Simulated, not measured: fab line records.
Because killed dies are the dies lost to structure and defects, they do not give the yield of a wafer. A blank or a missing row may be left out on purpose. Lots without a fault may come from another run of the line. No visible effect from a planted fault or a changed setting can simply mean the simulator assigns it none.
Struck lot and sound lot, side by side | flow n5-finfet | 28 out of 1938 route steps
Sound: these wafers, L109.2, L109.4, L109.5. Struck: wafers L121.2, L121.5. (L121.3 of the same lot was not struck and is left out.) The cause comes at the end.
For every step that has rows: the tool of each side, followed by ch and its chambers, followed by its first start. Under that, the readings that differ: sound wafers | struck wafers | difference of the means | sigmas: that difference in standard deviations of wafers without a fault.
alike: a reading whose means differ by less than 2 such deviations, as well as words and numbers matching on both sides. not compared: withheld readings; readings where some wafer has no value; bounds like >300 that might hide an equal value; numbers whose values overlap and for which the record gives no deviation.
The two part at a step that has a row with sigmas, a row that says differs or no value, or rows on one side only. Numbers that don't overlap but have no deviation are shown without sigmas and don't part them. Lack of a reading on every wafer of one side parts them only where that side has two or more wafers.

first, 9 steps without rows for these wafers: N5_BEOL_M0_SAQP_EXPOSE_37 (exposes mask M0 CUT1, target cd 30 nm); N5_BEOL_M0_SAQP_PEB_38 (peb time 60 s); N5_BEOL_M0_SAQP_DEVELOP_39 (develop time 30 s); N5_BEOL_M0_SAQP_DESCUM_45 (chemistry O2, time 7 s); N5_BEOL_M0_SAQP_ETCH_88 (etches underlayer in N2/H2, target depth 6.5 nm, time 5.2 s); N5_BEOL_M0_SAQP_ETCH_73 (etches SiARC in CF4, target depth 19.5 nm, time 32.5 s); N5_BEOL_M0_SAQP_CUT_ETCH_46 (etches SOC in N2/H2, target depth 135 nm, overetch 27 nm, time 202.5 s); N5_BEOL_M0_SAQP_STRIP_74 (strips in N2/H2); N5_BEOL_M0_SAQP_STRIP_89 (strips in N2/H2).
N5_BEOL_M0_SAQP_ALD_48: deposits SiO2, target thk 20 nm, pulse time 1 s, co reactant pulse time 1 s.
  sound on ald-sin-01 ch 0,1,3, day 6 17:35; struck on ald-sin-01 ch 1,3, day 9 08:53
  reading                                       | sound       | struck    | difference | sigmas
  ald-cycles                                    | 139 139 139 | 218 218   | +79        |
  model.SiO2_of_BEOL_M0_SAQP_ALD_48.thk-nm (nm) | 20 20 19.8  | 31.4 31.2 | +11.4      |
  alike: heater-power-w, precursor-pulse-height-rel
then, 15 steps without rows for these wafers: N5_BEOL_M0_SAQP_ETCH_49 (etches SiO2 in CF4/O2, target depth 37 nm); N5_BEOL_M0_SAQP_STRIP_75 (strips in CF4); N5_BEOL_M0_CUTY_COAT_50 (time 60 s, resist thk 15 nm); N5_BEOL_M0_CUTY_COAT_51 (resist thk 150 nm); N5_BEOL_M0_CUTY_EBR_52; N5_BEOL_M0_CUTY_SOFTBAKE_53 (time 60 s); N5_BEOL_M0_CUTY_EXPOSE_54 (exposes mask M0 ABLK); N5_BEOL_M0_CUTY_PEB_55 (peb time 60 s); N5_BEOL_M0_CUTY_DEVELOP_56 (develop time 30 s); N5_BEOL_M0_CUTY_DESCUM_61 (chemistry O2, time 7.9 s); N5_BEOL_M0_CUTY_ETCH_62 (etches SiARC in CF4, time 58.5 s); N5_BEOL_M0_CUTY_ETCH_63 (etches SOC in N2/H2, target depth 82.7 nm, overetch 16.5 nm, time 124 s); N5_BEOL_M0_CUTY_STRIP_64 (strips in N2/H2); N5_BEOL_M0_ETCH_138 (etches SiCN in CH3F/O2, target depth 12 nm, time 31.6 s); N5_BEOL_M0_HM_OPEN_105 (chemistry Cl2/BCl3, target TiN, target depth 12 nm).
N5_BEOL_M0_STRIP_140: strips in CF4.
  sound on rie-diel-06 ch 2,3, day 6 20:53; struck on rie-diel-02 ch 0,1, day 9 11:26
  reading                                       | sound          | struck    | difference | sigmas
  showerhead-plenum-p-Torr (Torr)               | 1.70 1.76 1.70 | 1.86 1.82 | +0.12      | +2
  model.SiO2_of_BEOL_M0_SAQP_ALD_48.thk-nm (nm) | 11.2 11.4 11.6 | 18 17.8   | +6         |
  alike: drypump-motor-current-A, oes-product-au, rf-vpp-V, throttle-valve-pct
  not compared: rf-hours-counter-h
then, 1 step without rows for these wafers: N5_BEOL_M0_STRIP_104 (strips in N2/H2).
N5_BEOL_M4_RC_MEAS_101:
  sound on prober-02 ch 0, day 8 17:12; struck on prober-02 ch 0, day 11 05:35
  reading       | sound       | struck  | difference | sigmas
  ION_P (uA/um) | 457 463 460 | 469 485 | +17        | +2
  VT_N (mV)     | 253 255 254 | 246 249 | -6         | -2
  alike: DIBL_N, DIBL_P, IOFF_N, IOFF_P, ION_N, SS_N, SS_P, VT_P

WHERE THEY PART
Last at N5_BEOL_M4_RC_MEAS_101 as far as this record goes, first at N5_BEOL_M0_STRIP_140.

WHY: whatever the simulator had introduced
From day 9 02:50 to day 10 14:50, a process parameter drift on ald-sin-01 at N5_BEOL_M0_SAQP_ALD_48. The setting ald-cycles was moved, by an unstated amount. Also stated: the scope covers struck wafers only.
